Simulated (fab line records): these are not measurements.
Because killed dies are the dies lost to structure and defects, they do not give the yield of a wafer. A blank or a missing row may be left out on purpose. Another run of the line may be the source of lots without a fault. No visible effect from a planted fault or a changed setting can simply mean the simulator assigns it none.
Chamber matching -- flow n5 finfet -- 3 sister chambers for N5_BEOL_M2_CO_CAP_55 on cvd co-01
The step material Co, precursor CCTBA/H2, target thk 2 nm, time 102.1 s. 36 wafers are shown with their chamber, then 12 later ones without.

## WAFERS PAIRED WITH THEIR CHAMBERS
wafer,chamber,heater power w (W)
L074.1,1,181
L074.3,2,194
L074.5,2,195
L075.2,0,306
L075.3,1,176
L075.6,2,194
L077.2,2,192
L077.5,1,176
L077.6,2,194
L076.1,1,176
L076.2,2,189
L076.4,1,179
L081.2,0,305
L081.5,0,309
L081.6,2,190
L082.2,1,178
L082.3,0,310
L082.5,1,181
L083.3,2,193
L083.4,2,196
L083.5,0,303
L084.2,2,194
L084.4,1,180
L084.5,2,197
L085.2,1,181
L085.3,0,307
L085.4,1,185
L086.2,0,306
L086.3,2,195
L086.4,2,195
L087.1,1,177
L087.4,2,198
L087.6,1,179
L089.2,2,199
L089.3,0,303
L089.5,2,191

SIGNATURES (means of the wafers above)
reading,chamber 0,chamber 1,chamber 2,scatter within a chamber
heater power w,306.12,179.08,194.12,2.68
Rule: for each reading, subtract the chamber's mean from the wafer's reading, divide by that reading's scatter and square the result; add these up over the readings and take the root, which gives the wafer's distance from the chamber. The wafer belongs to the nearest chamber; if the next one is less than 2 further off, it can't be placed. The scatter: the root of (the sum of the squares of (reading less its chamber's mean) over the shown wafers, divided by (wafers less chambers)).

## WAFERS WITH NO CHAMBER GIVEN
wafer,heater power w (W)
L090.2,181
L090.3,197
L090.6,192
L092.1,311
L092.2,182
L092.6,180
L091.1,191
L091.3,306
L091.6,309
L095.4,184
L095.5,196
L095.6,308

## WHICH CHAMBER EACH ONE RAN IN
wafer,from the rows above,in truth
L090.2,1,1
L090.3,2,2
L090.6,2,2
L092.1,0,0
L092.2,1,1
L092.6,1,1
L091.1,2,2
L091.3,0,0
L091.6,0,0
L095.4,can't be placed: 1 or 2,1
L095.5,2,2
L095.6,0,0
11 of 12 placed correctly. From these rows, 1 cannot be placed; in 1 the true chamber is one of the candidates. Number placed wrongly: 0.
